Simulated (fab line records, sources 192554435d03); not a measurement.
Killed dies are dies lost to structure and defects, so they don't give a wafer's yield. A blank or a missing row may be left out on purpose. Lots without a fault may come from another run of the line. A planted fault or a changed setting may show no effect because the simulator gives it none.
Which tool did it? | flow n5_finfet | 11 lots, 30 wafers sampled, at 1 step of a route of 1938

WHAT THE GAUGES READ, wafer by wafer
N5_BEOL_M13_OVL_MEAS_29.
lot  | measured     | on         | M13_OVL (nm)
L196 | day 11 15:40 | overlay-02 | 0 5 -4
L197 | day 11 21:22 | overlay-01 | 5 12 5
L198 | day 12 12:54 | overlay-02 | 13 9 6
L201 | day 12 18:25 | overlay-01 | 3 3 5
L200 | day 12 22:07 | overlay-01 | -2 0 -9
L204 | day 13 17:20 | overlay-02 | 1 -5 -4
L206 | day 13 23:20 | overlay-02 | -8 -13 -7
L209 | day 14 22:38 | overlay-02 | 3 0 -3
L208 | day 14 22:58 | overlay-01 | -2 -4
L211 | day 15 05:45 | overlay-02 | -3 1
L212 | day 15 14:31 | overlay-01 | -5 -3

WHICH TOOL RAN EACH LOT (tool, then ch and the chambers of the sampled wafers, then the start)
The record holds no process step before these readings.

THE ANSWER, worked out from the rows above alone
Rule: what is usual is taken from the lots themselves. Put in order of their means at a reading, lots are off if they are a third of the lots or fewer, leave a main group of 4 or more, and stand apart from it by a gap of 3 or more times the standard deviation of the main group's means; of several such gaps the widest counts. A main group whose means are all the same, to the digits that the tables above print for the reading, isn't used. A lot without any number at a reading at which 4 lots or more have one is off too. The other lots that the step has rows for count as sound.
No lot is off at any reading shown: from this, nothing can be told.

WHAT THE SIMULATOR HAD PUT IN
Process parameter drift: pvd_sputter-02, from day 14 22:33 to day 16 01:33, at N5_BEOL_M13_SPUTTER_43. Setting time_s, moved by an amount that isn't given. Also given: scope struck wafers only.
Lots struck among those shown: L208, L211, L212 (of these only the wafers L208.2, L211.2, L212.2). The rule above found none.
